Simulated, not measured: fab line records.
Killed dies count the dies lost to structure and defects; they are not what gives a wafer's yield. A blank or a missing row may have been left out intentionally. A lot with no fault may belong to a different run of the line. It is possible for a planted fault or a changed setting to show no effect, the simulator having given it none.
fab line records	flow n5_finfet
record: lots: 5	wafers: 14	last_day: 20
route steps=1938 shown BEOL_M3@959 PASSIVATION@1936
lots with no fault: from the same line, run without faults
start_h: hours from the record's opening day to when the first of the lot's shown wafers began	wait_h: hours elapsed since this lot's preceding step	" identical to the entry in the row above	L1.1+2: one row covering several wafers at once	- value missing, or start not given	* or withheld: withheld	< > ~ a bound
route shown NAME@n: a module of which the file shows steps, and the number in the route of the first	usual: average and standard deviation across the fault-free wafers	same: alike in all rows	chamber/n: place in a boat	sites: readings site by site	_std_site: how widely they spread, as a standard deviation	_edge_site: inner sites' mean taken away from outer sites' mean	radius_mm: for every site, how far away it sits from the centre of the wafer	mask NAME#n: copy n	behind: the most recent tool/chamber to have shaped the wafer	hold: what put the lot on hold/how long, in hours/how the hold closed	device: whichever transistor did not switch (one of n, p or np)	end of line: the tests these same wafers got at the end of their route	for a step that has no rows: nothing shown but its recipe	killed: dies that structure and defects cost at the first sort, which is not the same as the wafer's yield	map: a wafer's dies, marking killed ones x, the rest . and places with no die _
set.NAME: the setting that was run; set.NAME@STEP: the one run at that earlier step	model.NAME: the simulator's own value behind a step, which no gauge read
lots at selected steps of the route; one table per step, one row per wafer
services: from which hour (start_h, from the record's first day; less than 0 if before it) a tool's chamber was out of use, for how many hours, and why
== steps ==
step: N5_BEOL_M3_COAT_76
recipe: resist: underlayer	temp_c: 205	time_s: 60	spin_rpm: 1500	resist_thk_nm: 5
step: N5_BEOL_M3_COAT_22
recipe: resist: CAR-EUV	spin_rpm: 1500	resist_thk_nm: 30
step: N5_BEOL_M3_EBR_24
recipe: solvent: PGMEA	ebr_width_mm: 1.5
step: N5_BEOL_M3_SOFTBAKE_23
recipe: temp_c: 110	time_s: 60	resist: CAR-EUV
step: N5_BEOL_M3_EXPOSE_25
recipe: mask_id: V2	na: 0.33	source_shape: quasar	sigma_inner: 0.2	sigma_outer: 0.8	polarization: unpolarized	defocus_nm: 5	dose_mj: 63
step: N5_BEOL_M3_PEB_26
recipe: peb_temp_c: 100	peb_time_s: 60	resist: CAR-EUV
step: N5_BEOL_M3_DEVELOP_27
recipe: develop_time_s: 30	developer: TMAH	resist: CAR-EUV	rinse_liquid: surfactant_rinse	dry: air_spin	dev_temp_c: 23
step: N5_BEOL_M3_CD_MEAS_28
recipe: target_cd_nm: 25.7	landing_energy_ev: 500	detector: se_inlens	target_cd_y_nm: 23.3	polarity: opening
usual: cd_nm: 25.67/0.27
lot.wafer	tool	chamber	start_h	wait_h	cd_nm
L759.2	cd_sem-03	0	182.70	-	25.42
L759.3	"	0	"	"	25.67
L759.6	"	0	"	"	25.89
L767.3	cd_sem-02	0	233.01	-	25.47
L767.5	"	0	"	"	25.77
L767.6	"	0	"	"	25.87
L769.3	cd_sem-03	0	243.21	-	25.38
L769.5	"	0	"	"	25.89
L769.6	"	0	"	"	25.53
L771.3	cd_sem-01	0	258.64	-	25.55
L771.4	"	0	"	"	25.73
L779.2	cd_sem-03	0	309.05	-	24.90
L779.3	"	0	"	"	25.67
L779.5	"	0	"	"	25.81
step: N5_BEOL_M3_OVL_MEAS_29
recipe: points_per_wafer: 522
usual: V2_OVL: 0.1/0.61
same: points_per_wafer: 522
lot.wafer	tool	chamber	start_h	wait_h	V2_OVL[nm]
L759.2	overlay-01	0	182.73	0.0	1.1
L759.3	"	0	"	"	0.5
L759.6	"	0	"	"	0.3
L767.3	overlay-02	0	233.05	0.0	-0.2
L767.5	"	0	"	"	-0.7
L767.6	"	0	"	"	-0.9
L769.3	overlay-01	0	243.25	0.0	0.3
L769.5	"	0	"	"	0.6
L769.6	"	0	"	"	1.0
L771.3	overlay-02	0	258.68	0.0	0.3
L771.4	"	0	"	"	0.4
L779.2	overlay-01	0	309.08	0.0	0.0
L779.3	"	0	"	"	0.5
L779.5	"	0	"	"	-0.5
step: N5_BEOL_M3_INSPECT_30
recipe: mode: adi	inspect_instrument: brightfield
usual: raw_defect_count: 407/92
lot.wafer	tool	chamber	start_h	wait_h	raw_defect_count
L759.2	defect_inspect-02	-	182.80	0.1	354
L759.3	"	-	"	"	312
L759.6	"	-	"	"	485
L767.3	defect_inspect-02	-	233.09	0.0	504
L767.5	"	-	"	"	528
L767.6	"	-	"	"	525
L769.3	defect_inspect-02	-	243.30	0.0	296
L769.5	"	-	"	"	311
L769.6	"	-	"	"	473
L771.3	defect_inspect-02	-	258.72	0.0	455
L771.4	"	-	"	"	565
L779.2	defect_inspect-01	-	309.13	0.0	310
L779.3	"	-	"	"	415
L779.5	"	-	"	"	393
step: N5_BEOL_M3_DESCUM_33
recipe: chemistry: O2	time_s: 7	source_power_w: 50	bias_power_w: 20	pressure_mtorr: 20	rf_frequency_hz: 2.712e+07	temp_c: 40	resist: CAR-EUV	o2_flow_sccm: 225
usual: chamber_pressure_mTorr: 20.000/0.016	drypump_motor_current_A: 5.6/0.34	oes_product_au: 0.78/0.069	rf_vpp_V: 243.0/1.5	showerhead_plenum_p_Torr: 2.09/0.078	throttle_valve_pct: 20.46/0.18
lot.wafer	tool	chamber	start_h	wait_h	chamber_pressure_mTorr	drypump_motor_current_A	oes_product_au	rf_hours_counter_h	rf_vpp_V	showerhead_plenum_p_Torr	throttle_valve_pct
L759.2	rie_diel-02	0	182.83	0.0	19.990	5.5	0.81	100	242.1	2.03	20.28
L759.3	"	1	"	"	20.009	5.5	0.86	64	243.7	2.20	20.14
L759.6	"	2	"	"	19.981	5.5	0.73	-	242.7	2.09	20.49
L767.3	rie_diel-06	1	233.44	0.3	19.991	5.4	0.85	77	243.3	2.11	20.41
L767.5	"	3	"	"	20.017	5.8	0.70	-	242.9	2.04	20.42
L767.6	"	0	"	"	19.996	5.5	0.92	-	242.4	2.08	20.32
L769.3	rie_diel-02	3	243.33	0.0	19.999	5.7	0.73	213	241.2	1.95	20.40
L769.5	"	1	"	"	20.025	5.4	0.84	-	243.8	2.20	20.17
L769.6	"	2	"	"	20.014	5.5	0.73	-	242.6	2.09	20.50
L771.3	rie_diel-02	1	258.76	0.0	19.965	5.4	0.82	88	244.2	2.20	20.17
L771.4	"	3	"	"	19.987	5.7	0.73	219	241.2	1.95	20.40
L779.2	rie_diel-06	2	309.17	0.0	19.997	5.8	0.77	139	239.3	1.95	20.65
L779.3	"	0	"	"	20.012	5.5	0.87	53	241.1	2.07	20.34
L779.5	"	3	"	"	20.011	5.8	0.67	-	243.4	2.04	20.45
step: N5_BEOL_M3_ETCH_77
recipe: chemistry: N2/H2	target: underlayer	target_depth_a: 65	mask_material: CAR-EUV	time_s: 5.2	ion_energy_ev: 200	pressure_mtorr: 30	source_w: 840	bias_w: 150	n2_flow_sccm: 200	h2_flow_sccm: 200	ends: cleared
step: N5_BEOL_M3_ETCH_69
recipe: chemistry: CF4	target: SiARC	target_depth_a: 156	mask_material: CAR-EUV	time_s: 26	ion_energy_ev: 80	pressure_mtorr: 40	source_w: 545	bias_w: 36	Ar_flow_sccm: 100	cf4_flow_sccm: 100	ends: cleared
usual: chamber_pressure_mTorr: 40.00/0.031	drypump_motor_current_A: 5.6/0.34	etch_rf_on_time_s: 26.0/1.1	oes_product_au: 0.67/0.055	rf_vpp_V: 184.0/1.3	showerhead_plenum_p_Torr: 2.13/0.076	throttle_valve_pct: 15.62/0.19
lot.wafer	tool	chamber	start_h	wait_h	chamber_pressure_mTorr	drypump_motor_current_A	etch_rf_on_time_s	oes_product_au	rf_hours_counter_h	rf_vpp_V	showerhead_plenum_p_Torr	throttle_valve_pct
L759.2	rie_diel-02	0	182.89	0.0	40.00	5.5	27.2	0.67	100	182.8	2.07	15.43
L759.3	"	1	"	"	40.00	5.4	24.8	0.73	64	185.9	2.26	15.38
L759.6	"	2	"	"	39.99	5.5	24.6	0.66	-	184.6	2.14	15.70
L767.3	rie_diel-06	1	233.49	0.0	39.99	5.4	26.7	0.69	77	183.4	2.17	15.65
L767.5	"	3	"	"	39.99	5.8	25.9	0.59	-	182.6	2.13	15.91
L767.6	"	0	"	"	40.01	5.5	25.6	0.78	-	184.5	2.09	15.21
L769.3	rie_diel-02	3	243.38	0.0	39.98	5.6	27.7	0.60	213	182.5	2.02	15.79
L769.5	"	1	"	"	40.02	5.4	24.5	0.72	-	184.8	2.26	15.42
L769.6	"	2	"	"	39.97	5.6	24.6	0.65	-	183.1	2.14	15.74
L771.3	rie_diel-02	1	258.81	0.0	40.03	5.4	24.8	0.71	88	186.2	2.26	15.45
L771.4	"	3	"	"	39.98	5.7	28.2	0.60	219	183.2	2.02	15.78
L779.2	rie_diel-06	2	309.22	0.0	40.01	5.8	26.6	0.65	139	181.5	1.99	15.67
L779.3	"	0	"	"	40.00	5.5	26.3	0.74	53	183.6	2.09	15.26
L779.5	"	3	"	"	39.99	5.8	26.4	0.58	-	183.5	2.12	15.95
step: N5_BEOL_M3_ALD_98
recipe: material: SiO2	target_thk_a: 25	temp_c: 100	ald_precursor_family: BDEAS	ald_co_reactant: O2-plasma	pulse_time_s: 1	co_reactant_pulse_time_s: 1	purge_time_s: 2	co_reactant_purge_time_s: 2	ald_cycles: 17	pressure_torr: 2
step: N5_BEOL_M3_ETCHBACK_99
recipe: chemistry: CHF3	target: SiO2	target_depth_a: 50	time_s: 10.4	source_w: 215	bias_w: 47	Ar_flow_sccm: 200	CHF3_flow_sccm: 12	ion_energy_ev: 100	pressure_mtorr: 30
step: N5_BEOL_M3_ETCH_70
recipe: chemistry: N2/H2	target: SOC	target_depth_a: 800	overetch_a: 160	mask_material: SiARC	temp_c: 40	time_s: 120	ion_energy_ev: 200	pressure_mtorr: 30	source_w: 840	bias_w: 150	n2_flow_sccm: 200	h2_flow_sccm: 200
step: N5_BEOL_M3_STRIP_71
recipe: chemistry: N2/H2	temp_c: 40	n2_flow_sccm: 200	h2_flow_sccm: 200	rf_frequency_hz: 6e+07
step: N5_BEOL_M3_STRIP_78
recipe: chemistry: N2/H2	temp_c: 40	n2_flow_sccm: 200	h2_flow_sccm: 200	rf_frequency_hz: 6e+07
step: N5_BEOL_M3_VIA_ETCH_34
recipe: chemistry: C4F6/O2	target_depth_a: 694	mask_material: SOC	pressure_mtorr: 15	ion_energy_ev: 250	taper_deg: 4	time_s: 65.9	source_w: 350	bias_w: 170	Ar_flow_sccm: 300	C4F6_flow_sccm: 10	O2_flow_sccm: 10
step: N5_BEOL_M3_STRIP_83
recipe: chemistry: C4F6/O2	resist: SiARC	rf_frequency_hz: 6e+07
step: N5_BEOL_M3_STRIP_36
recipe: chemistry: N2/H2	power_w: 450	temp_c: 40	pressure_mtorr: 20	rf_frequency_hz: 6e+07	overash_fraction: 0.3	bias_power_w: 7	h2_frac: 0.5	n2_flow_sccm: 200	h2_flow_sccm: 200
usual: chamber_pressure_mTorr: 20.00/0.031	drypump_motor_current_A: 5.6/0.38	h2_flow_sccm: 199.9/0.58	oes_product_au: 0.77/0.064	rf_vpp_V: 59.1/1.5	showerhead_plenum_p_Torr: 2.53/0.092	throttle_valve_pct: 23.68/0.3
lot.wafer	tool	chamber	start_h	wait_h	chamber_pressure_mTorr	drypump_motor_current_A	h2_flow_sccm	oes_product_au	rf_hours_counter_h	rf_vpp_V	showerhead_plenum_p_Torr	throttle_valve_pct
L759.2	rie_diel-03	3	194.01	0.0	20.02	5.0	200.1	0.75	179	60.1	2.64	24.21
L759.3	"	2	"	"	20.02	5.4	198.9	0.68	221	59.7	2.60	23.74
L759.6	"	3	"	"	20.05	4.9	200.8	0.74	-	58.3	2.64	24.19
L767.3	rie_diel-06	3	250.86	0.0	20.02	5.8	199.9	0.69	214	58.4	2.51	23.57
L767.5	"	2	"	"	20.01	5.9	201.1	0.78	-	59.2	2.35	23.88
L767.6	"	3	"	"	19.99	5.8	200.2	0.70	-	58.6	2.51	23.58
L769.3	rie_diel-06	1	262.28	0.0	20.00	5.4	200.4	0.83	86	57.3	2.55	23.26
L769.5	"	3	"	"	20.00	5.8	199.8	0.68	-	58.3	2.51	23.56
L769.6	"	0	"	"	20.03	5.5	199.6	0.88	-	58.7	2.48	23.41
L771.3	rie_diel-03	1	279.66	0.0	19.98	6.5	199.4	0.75	181	58.3	2.52	23.39
L771.4	"	0	"	"	20.03	6.0	199.6	0.85	62	56.5	2.61	24.17
L779.2	rie_diel-02	1	322.04	0.0	19.95	5.4	199.2	0.82	110	60.6	2.65	23.37
L779.3	"	2	"	"	20.06	5.5	199.0	0.70	222	57.0	2.49	23.59
L779.5	"	2	"	"	20.02	5.6	199.5	0.71	-	56.1	2.49	23.62
step: N5_BEOL_M3_TRENCH_ETCH_37
recipe: chemistry: C4F6/O2	target_depth_a: 555.55	target: SiOC	time_s: 29.2	ion_energy_ev: 250	pressure_mtorr: 30	source_w: 355	bias_w: 185	Ar_flow_sccm: 300	C4F6_flow_sccm: 10	O2_flow_sccm: 10
step: N5_BEOL_M3_ETCH_41
recipe: chemistry: CH3F/O2	target: SiCN	target_depth_a: 299	taper_deg: 2	time_s: 52.5	ion_energy_ev: 120	mask_material: TiN	pressure_mtorr: 30	source_w: 395	bias_w: 75	Ar_flow_sccm: 150	CH3F_flow_sccm: 30	O2_flow_sccm: 20
step: N5_BEOL_M3_STRIP_97
recipe: chemistry: N2/H2	time_s: 10	power_w: 450	temp_c: 40	pressure_mtorr: 20	rf_frequency_hz: 6e+07	bias_power_w: 7	n2_flow_sccm: 200	h2_flow_sccm: 200
usual: chamber_pressure_mTorr: 19.996/0.02	drypump_motor_current_A: 5.6/0.38	h2_flow_sccm: 200.0/0.58	oes_product_au: 0.77/0.065	rf_vpp_V: 59.1/0.91	showerhead_plenum_p_Torr: 2.53/0.092	throttle_valve_pct: 23.68/0.3
lot.wafer	tool	chamber	start_h	wait_h	chamber_pressure_mTorr	drypump_motor_current_A	h2_flow_sccm	oes_product_au	rf_hours_counter_h	rf_vpp_V	showerhead_plenum_p_Torr	throttle_valve_pct
L759.2	rie_diel-03	3	-	-	19.998	4.9	199.8	0.74	179	60.4	2.63	24.19
L759.3	"	2	"	"	19.987	5.4	200.0	0.67	221	59.5	2.60	23.73
L759.6	"	3	"	"	19.992	4.9	200.5	0.75	-	60.0	2.64	24.20
L767.3	rie_diel-06	3	-	-	20.045	5.8	199.2	0.69	214	59.0	2.51	23.57
L767.5	"	2	"	"	20.015	5.9	199.6	0.77	-	59.2	2.35	23.87
L767.6	"	3	"	"	20.024	5.8	200.3	0.69	-	58.0	2.51	23.58
L769.3	rie_diel-06	1	-	-	20.008	5.4	200.3	0.83	86	59.7	2.55	23.28
L769.5	"	3	"	"	19.981	5.8	200.0	0.69	-	58.6	2.51	23.58
L769.6	"	0	"	"	20.014	5.5	200.7	0.90	-	60.7	2.48	23.39
L771.3	rie_diel-03	1	-	-	20.039	6.5	200.9	0.75	181	59.2	2.52	23.42
L771.4	"	0	"	"	19.986	6.0	198.9	0.85	63	58.7	2.61	24.18
L779.2	rie_diel-02	3	-	-	19.984	5.7	199.1	0.71	240	60.3	2.39	23.56
L779.3	"	0	"	"	20.006	5.5	199.8	0.78	142	59.6	2.46	23.79
L779.5	"	2	"	"	19.982	5.5	198.5	0.71	-	59.4	2.49	23.60
step: N5_BEOL_M3_OCD_MEAS_38
usual: trench_depth_nm: 55.3/1.5
lot.wafer	tool	chamber	start_h	wait_h	trench_depth_nm
L759.2	ocd-01	-	194.20	-	56.0
L759.3	"	-	"	"	54.1
L759.6	"	-	"	"	57.1
L767.3	ocd-01	-	251.06	-	55.5
L767.5	"	-	"	"	53.5
L767.6	"	-	"	"	55.4
L769.3	ocd-01	-	262.48	-	55.6
L769.5	"	-	"	"	55.3
L769.6	"	-	"	"	56.0
L771.3	ocd-01	-	279.86	-	55.9
L771.4	"	-	"	"	54.4
L779.2	ocd-01	-	322.23	-	58.4
L779.3	"	-	"	"	56.5
L779.5	"	-	"	"	55.9
step: N5_BEOL_M3_HM_STRIP_39
recipe: chemistry: peroxide_tin_strip	material: TiN	target_depth_a: 250	temp_c: 50	time_s: 158
step: N5_BEOL_M3_SRD_40
recipe: time_s: 30	temp_c: 23	rinse_liquid: diw	dry: ipa_marangoni
step: N5_BEOL_M3_PRECLEAN_42
recipe: chemistry: residue_remover	time_s: 60	temp_c: 40
step: N5_BEOL_M3_SRD_43
recipe: time_s: 30	temp_c: 23	rinse_liquid: diw	dry: ipa_marangoni
step: N5_BEOL_M3_CD_MEAS_35
recipe: target_cd_nm: 18	target_cd_y_nm: 21	polarity: opening
usual: cd_nm: 18.1/0.44
lot.wafer	tool	chamber	start_h	wait_h	cd_nm
L759.2	cd_sem-01	-	194.36	0.0	18.1
L759.3	"	-	"	"	18.1
L759.6	"	-	"	"	18.8
L767.3	cd_sem-01	-	251.21	0.0	18.8
L767.5	"	-	"	"	18.1
L767.6	"	-	"	"	18.2
L769.3	cd_sem-03	-	262.63	0.0	18.1
L769.5	"	-	"	"	18.1
L769.6	"	-	"	"	17.8
L771.3	cd_sem-02	-	280.02	0.0	18.5
L771.4	"	-	"	"	17.8
L779.2	cd_sem-03	-	322.38	0.0	17.8
L779.3	"	-	"	"	17.2
L779.5	"	-	"	"	18.1
step: N5_BEOL_M3_DEGAS_44
recipe: ambient: vacuum	temp_c: 250	time_s: 60
step: N5_BEOL_M3_PRE_CLEAN_45
recipe: gas: H2/He	time_s: 30	temp_c: 250
usual: heater_power_w: 328/24
lot.wafer	tool	chamber	start_h	wait_h	heater_power_w
L759.2	pvd_sputter-02	-	194.93	0.0	302
L759.3	"	-	"	"	343
L759.6	"	-	"	"	285
L767.3	pvd_sputter-03	-	251.61	0.0	326
L767.5	"	-	"	"	313
L767.6	"	-	"	"	363
L769.3	pvd_sputter-03	-	262.84	0.0	297
L769.5	"	-	"	"	329
L769.6	"	-	"	"	341
L771.3	pvd_sputter-01	-	280.54	0.0	370
L771.4	"	-	"	"	335
L779.2	pvd_sputter-02	-	322.99	0.0	305
L779.3	"	-	"	"	317
L779.5	"	-	"	"	341
step: N5_BEOL_M3_ALD_84
recipe: material: TaN	target_thk_a: *	temp_c: 275	ald_precursor_family: PDMAT	ald_co_reactant: NH3	pressure_torr: 3	carrier_flow_sccm: 1500	pulse_time_s: 2	purge_time_s: 3	co_reactant_purge_time_s: 2	co_reactant_pulse_time_s: 3	ald_cycles: 30	precursor_vessel_temp_c: 75	precursor_vessel_pressure_torr: 26.25	precursor_vessel_carrier_sccm: 1000
step: N5_BEOL_M3_SURFACE_TREAT_85
recipe: gas: Ar	time_s: *	ion_energy_ev: *	ion_current_ma_cm2: 0.5	pressure_mtorr: *	ar_flow_sccm: 30
usual: throttle_valve_pct: *
lot.wafer	tool	chamber	start_h	wait_h	throttle_valve_pct
L759.2	pvd_sputter-01	-	195.22	0.1	*
L759.3	"	-	"	"	*
L759.6	"	-	"	"	*
L767.3	pvd_sputter-01	-	251.91	0.1	*
L767.5	"	-	"	"	*
L767.6	"	-	"	"	*
L769.3	pvd_sputter-03	-	263.34	0.3	*
L769.5	"	-	"	"	*
L769.6	"	-	"	"	*
L771.3	pvd_sputter-02	-	281.91	1.2	*
L771.4	"	-	"	"	*
L779.2	pvd_sputter-01	-	323.56	0.4	*
L779.3	"	-	"	"	*
L779.5	"	-	"	"	*
step: N5_BEOL_M3_CVD_47
recipe: material: Co	target_thk_a: 30	temp_c: withheld	precursor: CCTBA/H2	pressure_torr: 30	time_s: 223.8
step: N5_BEOL_M3_SPUTTER_48
recipe: material: Cu	target_thk_a: 45	temp_c: -20	chamber_pressure_pa: 0.07	power_w: withheld	time_s: 8.29
step: N5_BEOL_M3_ANNEAL_49
recipe: temp_c: 400	time_s: 240	ambient: vacuum
step: N5_BEOL_M3_SPUTTER_79
recipe: material: Cu	target_thk_a: 45	temp_c: -20	chamber_pressure_pa: 0.07	power_w: withheld	time_s: 8.29
step: N5_BEOL_M3_ANNEAL_80
recipe: temp_c: 400	time_s: 240	ambient: vacuum
step: N5_BEOL_M3_SPUTTER_81
recipe: material: Cu	target_thk_a: 45	temp_c: -20	chamber_pressure_pa: 0.07	power_w: withheld	time_s: 8.29
step: N5_BEOL_M3_ANNEAL_82
recipe: temp_c: 400	time_s: 240	ambient: vacuum
step: N5_BEOL_M3_SPUTTER_86
recipe: material: Cu	target_thk_a: 45	temp_c: -20	chamber_pressure_pa: 0.07	power_w: withheld	time_s: 8.29
step: N5_PASSIVATION_PROBE_49
usual: defect_limited_yield: 91.2/1.5	killed_at_M0_to_M3: 36/10	killed_at_M4_up: 14/5.2	killed_at_contacts: 12/6	killed_at_front_end: 37/10	killed_at_other: 4/3.3	killed_dies: 104/18	killed_open: 68/14	killed_short: 34/7.4	sort_bin_5_function: 5.2/1	sort_bin_6_memory: 3.3/0.7	sort_n_pass: 1076/18	sort_yield_pct: 91.2/1.5
same: gross_dies: 1180	killed_at_back_side: 0	sort_bin_4_leakage[%]: 0	sort_bin_8_speed[%]: 0
lot.wafer	tool	chamber	start_h	wait_h	defect_limited_yield[%]	killed_at_M0_to_M3	killed_at_M4_up	killed_at_contacts	killed_at_front_end	killed_at_other	killed_dies	killed_open	killed_short	sort_bin_5_function[%]	sort_bin_6_memory[%]	sort_n_pass	sort_yield_pct[%]
L759.2	prober-01	-	337.25	0.1	92.2	37	11	9	34	1	92	55	37	4.8	2.7	1088	92.2
L759.3	prober-01	-	337.30	0.1	92.6	30	12	2	41	2	87	62	25	4.5	2.7	1093	92.6
L759.6	prober-01	-	337.45	0.3	92.5	29	15	5	31	8	88	55	27	4.9	2.3	1092	92.5
L767.3	prober-01	-	388.79	0.1	91.6	41	7	7	43	1	99	66	33	5.9	2.3	1081	91.6
L767.5	prober-01	-	388.89	0.2	90.7	34	13	7	54	2	110	68	40	7.0	2.1	1070	90.7
L767.6	prober-01	-	388.94	0.3	91.9	38	18	5	31	3	95	64	31	4.2	3.4	1085	91.9
L769.3	prober-01	-	401.30	0.1	90.5	30	15	14	48	5	112	76	35	5.0	4.1	1068	90.5
L769.5	prober-01	-	401.40	0.2	90.7	30	15	15	41	9	110	71	35	5.6	3.5	1070	90.7
L769.6	prober-01	-	401.45	0.3	91.8	36	13	17	25	6	97	67	29	3.7	4.1	1083	91.8
L779.2	prober-01	-	478.25	0.1	83.8	150	14	3	22	2	191	53	33	11.0	3.8	989	83.8
killed by level:class
L759.2 FIN_SAQP:geometric_particle:short=12 BEOL_M1:geometric_particle:open=11 MOL_CONTACT_COAG:geometric_particle:open=7 STI_FIN_REVEAL:geometric_particle:open=6 BEOL_M2:geometric_particle:open=6 BEOL_M4:geometric_particle:open=6 BEOL_M0_SAQP:geometric_particle:short=5 FIN_SAQP:geometric_particle:open=4
L759.3 STI_FIN_REVEAL:geometric_particle:open=12 BEOL_M2:geometric_particle:open=11 FIN_SAQP:geometric_particle:short=9 FIN_SAQP:geometric_particle:open=5 GATE_CUT:geometric_particle:short=5 BEOL_M1:geometric_particle:open=5 BEOL_M2:geometric_particle:short=4 BEOL_M0:geometric_particle:open=3
L759.6 BEOL_M1:geometric_particle:open=10 STI_FIN_REVEAL:geometric_particle:open=8 FIN_SAQP:geometric_particle:open=7 MOL_CONTACT_COAG:geometric_particle:open=5 BEOL_M1:geometric_particle:short=5 PASSIVATION:area_etch=5 BEOL_M2:geometric_particle:open=4 BEOL_M4:geometric_particle:open=4
L767.3 BEOL_M0_SAQP:geometric_particle:short=10 STI_FIN_REVEAL:geometric_particle:open=10 BEOL_M3:geometric_particle:open=9 FIN_SAQP:geometric_particle:open=8 BEOL_M0_SAQP:geometric_particle:open=8 STI_FIN_REVEAL:geometric_particle:short=7 MOL_CONTACT_COAG:geometric_particle:open=7 BEOL_M1:geometric_particle:open=7
L767.5 STI_FIN_REVEAL:geometric_particle:open=13 FIN_SAQP:geometric_particle:short=10 FIN_SAQP:geometric_particle:open=8 BEOL_M3:geometric_particle:open=8 BEOL_M0_SAQP:geometric_particle:short=7 DUMMY_GATE:geometric_particle:open=6 STARTING-WAFER:geometric_particle:short=6 MOL_CONTACT_COAG:geometric_particle:open=5
L767.6 FIN_SAQP:geometric_particle:open=13 BEOL_M0_SAQP:geometric_particle:short=12 BEOL_M2:geometric_particle:open=9 BEOL_M4:geometric_particle:open=8 BEOL_M0_SAQP:geometric_particle:open=6 STI_FIN_REVEAL:geometric_particle:open=5 BEOL_M3:geometric_particle:open=5 FIN_SAQP:geometric_particle:short=4
L769.3 BEOL_M0_SAQP:geometric_particle:open=15 MOL_CONTACT_COAG:geometric_particle:open=12 FIN_SAQP:geometric_particle:open=11 FIN_SAQP:geometric_particle:short=11 BEOL_M4:geometric_particle:open=8 STI_FIN_REVEAL:geometric_particle:open=8 BEOL_M0_SAQP:geometric_particle:short=8 GATE_CUT:geometric_particle:short=4
L769.5 MOL_CONTACT_COAG:geometric_particle:open=12 STI_FIN_REVEAL:geometric_particle:open=10 BEOL_M0_SAQP:geometric_particle:short=9 FIN_SAQP:geometric_particle:open=8 BEOL_M0_SAQP:geometric_particle:open=8 FIN_SAQP:geometric_particle:short=5 STI_FIN_REVEAL:geometric_particle:short=5 BEOL_M3:geometric_particle:open=5
L769.6 MOL_CONTACT_COAG:geometric_particle:open=16 BEOL_M0_SAQP:geometric_particle:short=12 BEOL_M0_SAQP:geometric_particle:open=12 BEOL_M4:geometric_particle:open=9 BEOL_M3:geometric_particle:open=8 GATE_CUT:geometric_particle:short=4 STI_FIN_REVEAL:geometric_particle:open=3 STARTING-WAFER:geometric_particle:short=3
L779.2 BEOL_M3:unspecified=104 BEOL_M2:geometric_particle:open=12 BEOL_M3:geometric_particle:open=8 BEOL_M2:geometric_particle:short=7 STI_FIN_REVEAL:geometric_particle:open=6 BEOL_M0_SAQP:geometric_particle:short=6 STI_FIN_REVEAL:geometric_particle:short=5 BEOL_M4:geometric_particle:open=5
map L779.2 (x killed, . not)
_________________............________________
______________.............x.x.._____________
___________............x.x.x.......__________
__________..........x...........x.xx_________
________.......x......................_______
_______................................______
______....................xx............_____
_____...................x.xx...x.........____
____.x..x...x.x............x..............___
___.....x............x.................x..x__
___.....x.x...................xx...........__
__..................x......................._
__..............x.............x........x..x._
_x......x.x.x................x...............
_.......x....x...............................
_x.xx.x.xxx..x........xx.....x...............
_.....xxxxxx.xx..........................x...
_..xx.xxxxxxx.x..................x.......x...
_..xx.xxxxxxxxx......x.............x.........
_..xxxxxxxxxxxxxxx........x...x..............
_..xxxxxxxxxxxxxx............x.......xx.....x
__xxxxxxxxxxxxx..xx..........x.........x...._
__...xxxxxxxxxx....x..x..x................x._
___....xxxxxxxx.x......x......x......x.....__
___xxxxx.......x........................x..__
____.xx..x.................x.....x.x......___
_____....x..................x............____
______......x.x....x..x...x............._____
_______................................______
________........x...................x._______
__________.............x............_________
___________....xx..................__________
______________.................._____________
_________________x.....x.....________________
map L767.5 (x killed, . not)
_________________............________________
______________.................._____________
___________..x.....x...x...........__________
__________.........................._________
________.............................._______
_______................................______
______....x........x..................x._____
_____................................x...____
____.x.......x.....x.x..................x.___
___............................x..x..x.....__
___.....x.........................x......x.__
__...x...x...................x.............x_
__..........x.....x.x....x..x......x........_
_......x..........x.xx.......................
_...................x..x.x.............xxx...
_...................xx........x..............
_.......x......x....x...............x........
_x........x...........x........x.x....x.x....
_...x.........x..x............x..............
_............x.........x...........x.........
_...........xxx................xx.....x....x.
__x..x...x.x...x.......x...x................_
__......x.....x...........xx................_
___..........x......x.x.........x..........__
___...............x.................x..x...__
____x..................x......x...........___
_____.......x..x...x.............x...x...____
______....x.....x...x..............x..x._____
_______.................x.....x....x...______
________....xx....x..................._______
__________.x...................xx..._________
___________.x..x...................__________
______________.................._____________
_________________..x..x......________________
== services ==
tool	chamber	start_h	hours	kind
rie_diel-02	2	162.48	6.6	repair
rie_diel-06	3	163.11	4.1	repair
rie_diel-03	3	200.07	23.7	repair
pvd_sputter-01	-	219.23	4.0	repair
rie_diel-03	2	220.43	3.6	repair
rie_diel-02	3	230.01	2.4	repair
rie_diel-02	0	252.10	6.5	repair
rie_diel-03	2	285.40	-	clean
rie_diel-03	2	285.40	-	consumable_replace:focus_ring
rie_diel-03	2	285.40	16.3	scheduled_down
rie_diel-03	2	285.40	16.3	vent_cycle
== key ==
first_sign: step: N5_PASSIVATION_PROBE_49	reading: killed_at_M0_to_M3	direction: up	sigmas: 11	usual: 36	struck: 150
effect: step: N5_PASSIVATION_PROBE_49	reading: defect_limited_yield	direction: down	sigmas: 5	usual: 91.2	struck: 83.8
more_kills_born_at: N5_BEOL_M3_ETCH_69@rie_diel-06: 104
met_at N5_BEOL_M3_ETCH_69
struck_wafers L779.2
fault: kind: chamber_particle_source	tool: rie_diel-06	chamber: 2	onset_h: 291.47	steps: N5_BEOL_M3_ETCH_69	rate_per_visit_cm2: 0.49924	end_h: 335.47
